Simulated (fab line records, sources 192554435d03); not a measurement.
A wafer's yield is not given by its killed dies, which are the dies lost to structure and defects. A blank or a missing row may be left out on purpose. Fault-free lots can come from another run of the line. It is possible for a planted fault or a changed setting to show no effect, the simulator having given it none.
Matching of chambers | flow n5Finfet | N5_BEOL_M5_ALD_86 on aldMetal-01 has 4 sister chambers
The step deposits TaN, pulse time 2 s, purge time 3 s, co reactant purge time 2 s. 4 wafers are shown with their chamber, then 12 later ones without.

## EACH WAFER AND ITS CHAMBER
wafer  | chamber | heaterPowerOuterW (W)
L076.5 | 2       | 238
L086.2 | 1       | 253
L087.3 | 0       | 229
L087.6 | 3       | 233

## WAFERS WITHOUT THEIR CHAMBER
wafer  | heaterPowerOuterW (W)
L092.2 | 257
L092.4 | 254
L092.6 | 229
L093.1 | 220
L093.5 | 223
L093.6 | 234
L094.2 | 219
L094.3 | 236
L094.5 | 231
L097.2 | 242
L097.3 | 232
L097.6 | 262

## THE CHAMBER EACH PASSED THROUGH
wafer  | from the rows above               | in truth
L092.2 | 1                                 | 1
L092.4 | 1                                 | 1
L092.6 | can't be placed: 0 or 3 or 2      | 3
L093.1 | can't be placed: 0 or 3 or 2      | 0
L093.5 | can't be placed: 0 or 3 or 2      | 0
L093.6 | can't be placed: 3 or 2 or 0      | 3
L094.2 | can't be placed: 0 or 3 or 2      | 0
L094.3 | can't be placed: 2 or 3 or 0      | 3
L094.5 | can't be placed: 0 or 3 or 2      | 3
L097.2 | can't be placed: 2 or 3 or 1 or 0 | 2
L097.3 | can't be placed: 3 or 0 or 2      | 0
L097.6 | 1                                 | 1
3 of 12 placed correctly. Cannot be placed on the basis of these rows: 9; the candidates contain the true chamber in 9. Placed wrongly: 0.
How it was worked out, from the rows above alone: a wafer's distance from a chamber is the root of the sum, over the readings, of the square of ((its reading less the chamber's mean) divided by the reading's scatter). If the next closest chamber is less than 2 further off than the closest, the wafer can't be placed; otherwise it belongs to the closest. For every chamber, the mean is computed from those of its wafers that are shown. The scatter: with one shown wafer a chamber, the root of the mean of the squares of how far each hidden wafer lies from its nearest shown one.
